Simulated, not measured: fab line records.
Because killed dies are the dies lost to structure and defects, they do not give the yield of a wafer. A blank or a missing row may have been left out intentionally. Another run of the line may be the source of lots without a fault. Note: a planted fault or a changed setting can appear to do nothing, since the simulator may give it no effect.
A lot that was struck, set against a sound lot + flow n5-finfet + 17 out of 1938 route steps
Sound: these wafers, L514.4, L514.5, L514.6. Struck: wafer L528.1. (L528.5 of the same lot was not struck and is left out.) The cause comes at the end.
Per side, at each step with rows, come the tool, then ch with its chambers, and then its first start. Under that, the readings that differ: sound wafers + struck wafers + difference of the means + sigmas: that difference in standard deviations of wafers without a fault.
alike: a reading whose means differ by less than 2 such deviations, as well as words and numbers matching on both sides. not compared: withheld readings; readings where some wafer has no value; bounds like >300 that might hide an equal value; numbers whose values overlap and for which the record gives no deviation.
Wherever a step has rows on one side only, a row that says differs or no value, or a row with sigmas, the two part there. Numbers that don't overlap but have no deviation are shown without sigmas and don't part them. Lack of a reading on every wafer of one side parts them only where that side has two or more wafers.

N5_BEOL_M0_SAQP_ETCH_49: etches SiO2 in CF4/O2, target depth 37 nm.
  sound on rie-diel-03 ch 0,1,3, day 5 22:01; struck on rie-diel-05 ch 2, day 9 05:39
| reading                | sound              | struck | difference                   | sigmas |
|------------------------|--------------------|--------|------------------------------|--------|
| O2_flow_sccm (sccm)    | 9.984 10.010 9.973 | 10.050 | +0.061                       | +2     |
| rf-fwd-power-W (W)     | 531.9 534.2 530.5  | 536.4  | +4.2                         | +3     |
| rf-hours-counter-h (h) | - - -              | 60     | no value on the sound wafers |        |
  alike: chamber-pressure-mTorr, drypump-motor-current-A, oes-product-au, rf-vpp-V, showerhead-plenum-p-Torr, throttle-valve-pct
N5_BEOL_M0_SAQP_STRIP_75: strips in CF4.
  sound on rie-diel-03 ch 0,1,3, day 5 22:04; struck on rie-diel-05 ch 2, day 9 05:45
| reading                | sound | struck | difference                   | sigmas |
|------------------------|-------|--------|------------------------------|--------|
| rf-hours-counter-h (h) | - - - | 60     | no value on the sound wafers |        |
  alike: chamber-pressure-mTorr, drypump-motor-current-A, oes-product-au, rf-fwd-power-W, rf-vpp-V, showerhead-plenum-p-Torr, throttle-valve-pct
then, 7 steps without rows for these wafers: N5_BEOL_M0_CUTY_COAT_50 (time 60 s, resist thk 15 nm); N5_BEOL_M0_CUTY_COAT_51 (resist thk 150 nm); N5_BEOL_M0_CUTY_EBR_52; N5_BEOL_M0_CUTY_SOFTBAKE_53 (time 60 s); N5_BEOL_M0_CUTY_EXPOSE_54 (exposes mask M0 ABLK); N5_BEOL_M0_CUTY_PEB_55 (peb time 60 s); N5_BEOL_M0_CUTY_DEVELOP_56 (develop time 30 s).
N5_BEOL_M0_CUTY_CD_MEAS_57: the cd target is 200 nm.
  sound on cd-sem-01 ch 0, day 5 22:28; struck on cd-sem-01 ch 0, day 9 06:01
  alike: cd-nm
N5_BEOL_M0_CUTY_OVL_MEAS_58:
  sound on overlay-02 ch 0, day 5 22:29; struck on overlay-02 ch 0, day 9 06:03
  alike: M0_ABLK_OVL
N5_BEOL_M0_CUTY_INSPECT_59: inspects for defects (macro).
  sound on defect-inspect-02 at day 5 22:31; struck on defect-inspect-02 at day 9 06:04
  alike: raw-defect-count
N5_BEOL_M0_CUTY_DESCUM_61: chemistry O2, time 7.9 s.
  sound on rie-diel-04 ch 0,2,3, day 5 22:34; struck on rie-diel-02 ch 1, day 9 06:06
| reading                                                 | sound             | struck | difference | sigmas |
|---------------------------------------------------------|-------------------|--------|------------|--------|
| drypump-motor-current-A (A)                             | 5.4 5.8 5.2       | 6.3    | +0.8       | +2     |
| o2-flow-sccm (sccm)                                     | 225.4 224.9 225.8 | 224.1  | -1.3       | -2     |
| rf-vpp-V (V)                                            | 246.3 244.9 242.6 | 242.2  | -2.4       | -2     |
| model.CAR-ArF-block_of_BEOL_M0_CUTY_COAT_51.thk-nm (nm) | 144.2 144.2 143.8 | 142    | -2         |        |
  alike: chamber-pressure-mTorr, oes-product-au, rf-fwd-power-W, showerhead-plenum-p-Torr, throttle-valve-pct
  not compared: rf-hours-counter-h
N5_BEOL_M0_CUTY_ETCH_62: etches SiARC in CF4, time 58.5 s.
  sound on rie-diel-04 ch 0,2,3, day 5 22:36; struck on rie-diel-02 ch 1, day 9 06:08
| reading                                                 | sound           | struck | difference | sigmas |
|---------------------------------------------------------|-----------------|--------|------------|--------|
| drypump-motor-current-A (A)                             | 5.4 5.9 5.2     | 6.3    | +0.8       | +2     |
| model.CAR-ArF-block_of_BEOL_M0_CUTY_COAT_51.thk-nm (nm) | 119.2 119 118.8 | 116.8  | -2.2       |        |
  alike: chamber-pressure-mTorr, etch-rf-on-time-s, oes-product-au, rf-fwd-power-W, rf-vpp-V, showerhead-plenum-p-Torr, throttle-valve-pct
  not compared: rf-hours-counter-h
N5_BEOL_M0_CUTY_ETCH_63: etches SOC in N2/H2, target depth 82.7 nm, overetch 16.5 nm, time 124 s.
  sound on rie-diel-04 ch 0,2,3, day 5 22:39; struck on rie-diel-02 ch 1, day 9 06:11
| reading                     | sound       | struck | difference | sigmas |
|-----------------------------|-------------|--------|------------|--------|
| drypump-motor-current-A (A) | 5.4 5.9 5.2 | 6.3    | +0.8       | +2     |
  alike: chamber-pressure-mTorr, oes-product-au, rf-fwd-power-W, rf-vpp-V, showerhead-plenum-p-Torr, throttle-valve-pct
  not compared: rf-hours-counter-h
N5_BEOL_M4_RC_MEAS_101:
  sound on prober-02 ch 0, day 7 18:58; struck on prober-01 ch 0, day 11 03:11
  alike: DIBL_N, DIBL_P, IOFF_N, IOFF_P, ION_N, ION_P, SS_N, SS_P, VT_N, VT_P
then, 1 step without rows for these wafers: N5_PASSIVATION_PROBE_49.

WHERE THEY PART
Last at N5_BEOL_M0_CUTY_ETCH_63 as far as this record goes, first at N5_BEOL_M0_SAQP_ETCH_49. Later steps at which nothing parts them and some readings are alike: N5_BEOL_M4_RC_MEAS_101.

WHY: whatever the simulator had introduced
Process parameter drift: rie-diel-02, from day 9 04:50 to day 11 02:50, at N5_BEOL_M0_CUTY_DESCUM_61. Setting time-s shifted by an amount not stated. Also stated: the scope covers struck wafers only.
